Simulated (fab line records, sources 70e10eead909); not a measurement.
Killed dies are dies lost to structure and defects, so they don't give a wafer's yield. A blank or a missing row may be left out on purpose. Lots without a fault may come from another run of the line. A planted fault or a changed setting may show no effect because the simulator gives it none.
Which tool did it? | flow nand_harc | 13 lots, 39 wafers sampled, at 6 steps of a route of 1302

WHAT THE GAUGES READ, wafer by wafer
NHARC_A_M1_CD_MEAS_09: target cd 120 nm. Usual: cd_nm 120.1 nm, standard deviation 0.59.
lot  | measured     | on        | cd_nm (nm)        | flag
L574 | day 23 15:47 | cd_sem-02 | 120.7 120.3 119.9 |
L573 | day 23 17:52 | cd_sem-02 | 120.5 120.3 119.6 |
L576 | day 23 18:40 | cd_sem-02 | 121.9 120.3 120.5 |
L575 | day 23 22:05 | cd_sem-02 | 119.6 120.1 120.4 |
L579 | day 25 15:51 | cd_sem-03 | 119.0 119.3 120.0 |
L578 | day 25 18:01 | cd_sem-03 | 120.1 119.9 121.4 |
L581 | day 26 19:40 | cd_sem-03 | 119.9 119.5 119.5 |
L583 | day 26 23:21 | cd_sem-01 | 120.1 120.6 120.1 |
L584 | day 27 00:40 | cd_sem-03 | 119.1 119.8 120.1 |
L585 | day 27 14:39 | cd_sem-03 | 120.4 120.5 120.8 |
L586 | day 28 20:53 | cd_sem-01 | 120.6 121.1 119.8 |
L587 | day 28 21:33 | cd_sem-02 | 120.9 120.7 120.3 |
L591 | day 30 19:38 | cd_sem-03 | 121.3 127.4 129.9 | OFF

NHARC_END_SORT_01. Usual: defect_limited_yield 90 %, standard deviation 3.4; killed_at_array 62, standard deviation 22; killed_at_other 1.0, standard deviation 1.4; killed_at_periphery 4.2, standard deviation 2.8; killed_dies 67, standard deviation 23; killed_open 3.1, standard deviation 1.7; killed_short 2.1, standard deviation 1.5.
lot  | measured     | on        | defect_limited_yield (%) | killed_at_array | killed_at_other | killed_at_periphery | killed_dies | killed_open | killed_short | flag
L574 | day 25 13:26 | prober-02 | 88 87 89                 | 74 84 72        | 2 0 1           | 5 5 3               | 81 89 76    | 2 6 4       | 0 6 3        |
L573 | day 25 04:53 | prober-02 | 92 93 91                 | 47 45 56        | 0 0 1           | 8 5 2               | 55 50 59    | 3 3 5       | 2 2 1        |
L576 | day 25 04:05 | prober-01 | 92 93 91                 | 47 45 53        | 2 2 3           | 6 2 4               | 55 49 60    | 5 2 5       | 3 2 1        |
L575 | day 25 12:43 | prober-01 | 89 90 87                 | 72 64 76        | 0 0 0           | 2 6 10              | 74 70 86    | 0 2 4       | 1 1 1        |
L579 | day 27 04:31 | prober-02 | 87 88 86                 | 80 71 94        | 4 3 1           | 5 6 2               | 89 80 97    | 7 4 2       | 1 0 2        |
L578 | day 27 06:32 | prober-01 | 84 85 87                 | 106 97 83       | 0 0 1           | 3 7 2               | 109 104 86  | 3 4 3       | 1 1 1        |
L581 | day 28 05:53 | prober-02 | 88 88 87                 | 80 80 81        | 0 0 3           | 4 2 2               | 84 82 86    | 6 1 3       | 5 3 1        |
L583 | day 28 14:26 | prober-02 | 88 88 91                 | 77 72 58        | 1 0 1           | 4 6 4               | 82 78 63    | 4 4 2       | 5 5 1        |
L584 | day 28 15:21 | prober-01 | 92 92 92                 | 54 55 55        | 0 0 2           | 0 0 0               | 54 55 57    | 1 3 3       | 5 5 3        |
L585 | day 29 04:04 | prober-02 | 94 94 94                 | 38 36 42        | 0 1 0           | 0 1 2               | 38 38 44    | 0 4 3       | 2 3 2        |
L586 | day 30 11:14 | prober-02 | 88 90 89                 | 77 65 65        | 0 0 0           | 5 4 8               | 82 69 73    | 4 1 2       | 1 0 7        |
L587 | day 30 10:26 | prober-01 | 91 92 92                 | 61 53 49        | 0 0 0           | 1 4 3               | 62 57 52    | 0 4 1       | 1 2 3        |
L591 | day 32 04:36 | prober-01 | 81 86 85                 | 119 85 94       | 0 0 0           | 9 7 9               | 128 92 103  | 3 0 2       | 2 1 2        |

WHICH TOOL RAN EACH LOT (tool, then ch and the chambers of the sampled wafers, then the start)
lot  | NHARC_A_M0_ANNEAL_30             | NHARC_A_M0_PRE_CLEAN_31         | NHARC_A_M0_DEP_32               | NHARC_A_M1_EXPOSE_06
L574 | rtp_anneal-01 ch 0, day 23 13:40 | pecvd-03 ch 0,1,2, day 23 14:29 | pecvd-03 ch 0,1,2, day 23 14:37 | arfi_scanner-01 ch 0, day 23 15:39
L573 | rtp_anneal-01 ch 0, day 23 15:48 | pecvd-04 ch 0,1,2, day 23 16:38 | pecvd-04 ch 0,1,2, day 23 16:43 | arfi_scanner-01 ch 0, day 23 17:43
L576 | rtp_anneal-02 ch 0, day 23 16:27 | pecvd-03 ch 0,1,2, day 23 17:20 | pecvd-03 ch 0,1,2, day 23 17:25 | arfi_scanner-02 ch 0, day 23 18:31
L575 | rtp_anneal-02 ch 0, day 23 19:53 | pecvd-01 ch 0,1, day 23 20:44   | pecvd-01 ch 0,1, day 23 20:49   | arfi_scanner-01 ch 0, day 23 21:56
L579 | rtp_anneal-02 ch 0, day 25 13:47 | pecvd-01 ch 0,1, day 25 14:40   | pecvd-01 ch 0,1, day 25 14:44   | arfi_scanner-01 ch 0, day 25 15:43
L578 | rtp_anneal-01 ch 0, day 25 15:51 | pecvd-01 ch 0,2, day 25 16:41   | pecvd-01 ch 0,2, day 25 16:46   | arfi_scanner-02 ch 0, day 25 17:52
L581 | rtp_anneal-01 ch 0, day 26 17:29 | pecvd-04 ch 0,2, day 26 18:21   | pecvd-04 ch 0,2, day 26 18:26   | arfi_scanner-01 ch 0, day 26 19:32
L583 | rtp_anneal-01 ch 0, day 26 21:11 | pecvd-01 ch 0,1,2, day 26 22:03 | pecvd-01 ch 0,1,2, day 26 22:11 | arfi_scanner-01 ch 0, day 26 23:13
L584 | rtp_anneal-01 ch 0, day 26 22:39 | pecvd-03 ch 0,1,2, day 26 23:28 | pecvd-03 ch 0,1,2, day 26 23:32 | arfi_scanner-01 ch 0, day 27 00:32
L585 | rtp_anneal-02 ch 0, day 27 12:31 | pecvd-03 ch 0,2, day 27 13:20   | pecvd-03 ch 0,2, day 27 13:25   | arfi_scanner-02 ch 0, day 27 14:31
L586 | rtp_anneal-01 ch 0, day 28 18:50 | pecvd-04 ch 0,2, day 28 19:40   | pecvd-04 ch 0,2, day 28 19:45   | arfi_scanner-02 ch 0, day 28 20:44
L587 | rtp_anneal-01 ch 0, day 28 19:25 | pecvd-01 ch 0,1,2, day 28 20:18 | pecvd-01 ch 0,1,2, day 28 20:23 | arfi_scanner-02 ch 0, day 28 21:25
L591 | rtp_anneal-02 ch 0, day 30 17:31 | pecvd-01 ch 0,2, day 30 18:26   | pecvd-01 ch 0,2, day 30 18:31   | arfi_scanner-02 ch 0, day 30 19:30
- NHARC_A_M0_ANNEAL_30: time 90 s.
- NHARC_A_M0_PRE_CLEAN_31: time 12 s.
- NHARC_A_M0_DEP_32: deposits SiCN, target thk 30 nm.
- NHARC_A_M1_EXPOSE_06: exposes mask A M1, target cd 120 nm.

WHAT THE TOOLS THEMSELVES READ (means of the sampled wafers that have a number; where no wafer has one, the mark that the record gives instead)
NHARC_A_M0_ANNEAL_30. Usual: wafer_temp_C_max 226.5, standard deviation 0.32.
lot  | tool          | wafer_temp_C_max | flag
L574 | rtp_anneal-01 | 226.5            |
L573 | rtp_anneal-01 | 226.5            |
L576 | rtp_anneal-02 | 226.7            |
L575 | rtp_anneal-02 | 226.7            |
L579 | rtp_anneal-02 | 226.7            |
L578 | rtp_anneal-01 | 226.3            |
L581 | rtp_anneal-01 | 226.2            |
L583 | rtp_anneal-01 | 226.2            |
L584 | rtp_anneal-01 | 226.3            |
L585 | rtp_anneal-02 | 226.8            |
L586 | rtp_anneal-01 | 226.5            |
L587 | rtp_anneal-01 | 226.5            |
L591 | rtp_anneal-02 | 226.2            |

NHARC_A_M0_PRE_CLEAN_31. Usual: heater_power_w 593 W, standard deviation 88.
lot  | tool     | heater_power_w (W) | flag
L574 | pecvd-03 | 497                |
L573 | pecvd-04 | 687                |
L576 | pecvd-03 | 497                |
L575 | pecvd-01 | 566                |
L579 | pecvd-01 | 620                |
L578 | pecvd-01 | 651                |
L581 | pecvd-04 | 678                |
L583 | pecvd-01 | 613                |
L584 | pecvd-03 | 482                |
L585 | pecvd-03 | 512                |
L586 | pecvd-04 | 659                |
L587 | pecvd-01 | 636                |
L591 | pecvd-01 | 636                |

NHARC_A_M0_DEP_32. Usual: heater_power_w 546 W, standard deviation 86.
lot  | tool     | heater_power_w (W) | flag
L574 | pecvd-03 | 464                |
L573 | pecvd-04 | 618                |
L576 | pecvd-03 | 457                |
L575 | pecvd-01 | 584                |
L579 | pecvd-01 | 517                |
L578 | pecvd-01 | 642                |
L581 | pecvd-04 | 640                |
L583 | pecvd-01 | 577                |
L584 | pecvd-03 | 477                |
L585 | pecvd-03 | 456                |
L586 | pecvd-04 | 637                |
L587 | pecvd-01 | 592                |
L591 | pecvd-01 | 547                |

NHARC_A_M1_EXPOSE_06. Usual: exposure_dose_mJ_cm2 75.12, standard deviation 0.074.
lot  | tool            | exposure_dose_mJ_cm2 | flag
L574 | arfi_scanner-01 | 75.15                |
L573 | arfi_scanner-01 | 75.14                |
L576 | arfi_scanner-02 | 75.15                |
L575 | arfi_scanner-01 | 75.13                |
L579 | arfi_scanner-01 | 75.10                |
L578 | arfi_scanner-02 | 75.19                |
L581 | arfi_scanner-01 | 75.07                |
L583 | arfi_scanner-01 | 75.13                |
L584 | arfi_scanner-01 | 75.16                |
L585 | arfi_scanner-02 | 75.11                |
L586 | arfi_scanner-02 | 75.15                |
L587 | arfi_scanner-02 | 75.13                |
L591 | arfi_scanner-02 | 72.51                | OFF

THE ANSWER, worked out from the rows above alone
Rule: a lot is off if the mean of its wafers that have a number lies more than 3 standard deviations from the usual mean. A lot without any number at a reading at which 4 lots or more have one is off too. The other lots that the step has rows for count as sound. The gauges are gone through in route order, then the tools' own readings, and for those a lot's mean is taken as printed above. The first step at which some lot is off is used, and at that step the reading that is off furthest; a lot without a number counts as furthest.
Off: L591, at NHARC_A_M1_CD_MEAS_09 (cd_nm).
A tool fits if, at a process step before that reading, it ran every lot that is off, and no sound lot after the first of them. The gauges at NHARC_A_M1_CD_MEAS_09 aren't tried: what is off there is off at NHARC_A_M1_EXPOSE_06 too, on other tools, and a gauge's error can't cause that. Can't be told from this: 3 tools fit, rtp_anneal-02 at NHARC_A_M0_ANNEAL_30, pecvd-01 at NHARC_A_M0_PRE_CLEAN_31 and NHARC_A_M0_DEP_32, arfi_scanner-02 at NHARC_A_M1_EXPOSE_06.

WHAT THE SIMULATOR HAD PUT IN
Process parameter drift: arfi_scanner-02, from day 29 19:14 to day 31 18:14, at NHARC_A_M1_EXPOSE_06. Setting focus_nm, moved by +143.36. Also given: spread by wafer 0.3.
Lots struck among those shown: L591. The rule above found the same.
